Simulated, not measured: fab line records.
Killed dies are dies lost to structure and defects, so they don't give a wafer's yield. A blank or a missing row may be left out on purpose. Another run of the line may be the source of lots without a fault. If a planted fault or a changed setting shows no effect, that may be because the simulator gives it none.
Chamber matching || flow n5 finfet || N5_BEOL_M9_ETCH_65 on rie diel-02: 4 sister chambers
The step etches SiARC in CF4, target depth 15.6 nm, time 26 s. 4 wafers are shown with their chamber, then 7 later ones without.

## WAFERS PAIRED WITH THEIR CHAMBERS
{"wafer": "L087.1", "chamber": 3, "throttle valve pct (%)": 15.91}
{"wafer": "L076.4", "chamber": 2, "throttle valve pct (%)": 15.14}
{"wafer": "L092.1", "chamber": 1, "throttle valve pct (%)": 15.44}
{"wafer": "L092.2", "chamber": 0, "throttle valve pct (%)": 15.42}

## WAFERS WHOSE CHAMBER IS MISSING
{"wafer": "L092.4", "throttle valve pct (%)": 15.44}
{"wafer": "L093.2", "throttle valve pct (%)": 15.17}
{"wafer": "L093.4", "throttle valve pct (%)": 15.44}
{"wafer": "L093.6", "throttle valve pct (%)": 15.42}
{"wafer": "L096.2", "throttle valve pct (%)": 15.45}
{"wafer": "L096.5", "throttle valve pct (%)": 15.17}
{"wafer": "L096.6", "throttle valve pct (%)": 15.43}

## EACH ONE'S CHAMBER
{"wafer": "L092.4", "from the rows above": "can't be placed: 1 or 0", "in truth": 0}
{"wafer": "L093.2", "from the rows above": 2, "in truth": 2}
{"wafer": "L093.4", "from the rows above": "can't be placed: 1 or 0", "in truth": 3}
{"wafer": "L093.6", "from the rows above": "can't be placed: 0 or 1", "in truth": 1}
{"wafer": "L096.2", "from the rows above": "can't be placed: 1 or 0", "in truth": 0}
{"wafer": "L096.5", "from the rows above": 2, "in truth": 2}
{"wafer": "L096.6", "from the rows above": "can't be placed: 0 or 1", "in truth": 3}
2 of 7 placed correctly. These rows do not allow placing 5 (true chamber among the candidates in 3). Wrongly placed: 0.
How it was worked out, from the rows above alone: a wafer's distance from a chamber is the root of the sum, over the readings, of the square of ((its reading less the chamber's mean) divided by the reading's scatter). The wafer belongs to the nearest chamber; if the next one is less than 2 further off, it can't be placed. For every chamber, the mean is computed from those of its wafers that are shown. The scatter: root of mean squared gap, hidden wafer to nearest shown wafer, with one shown wafer a chamber.
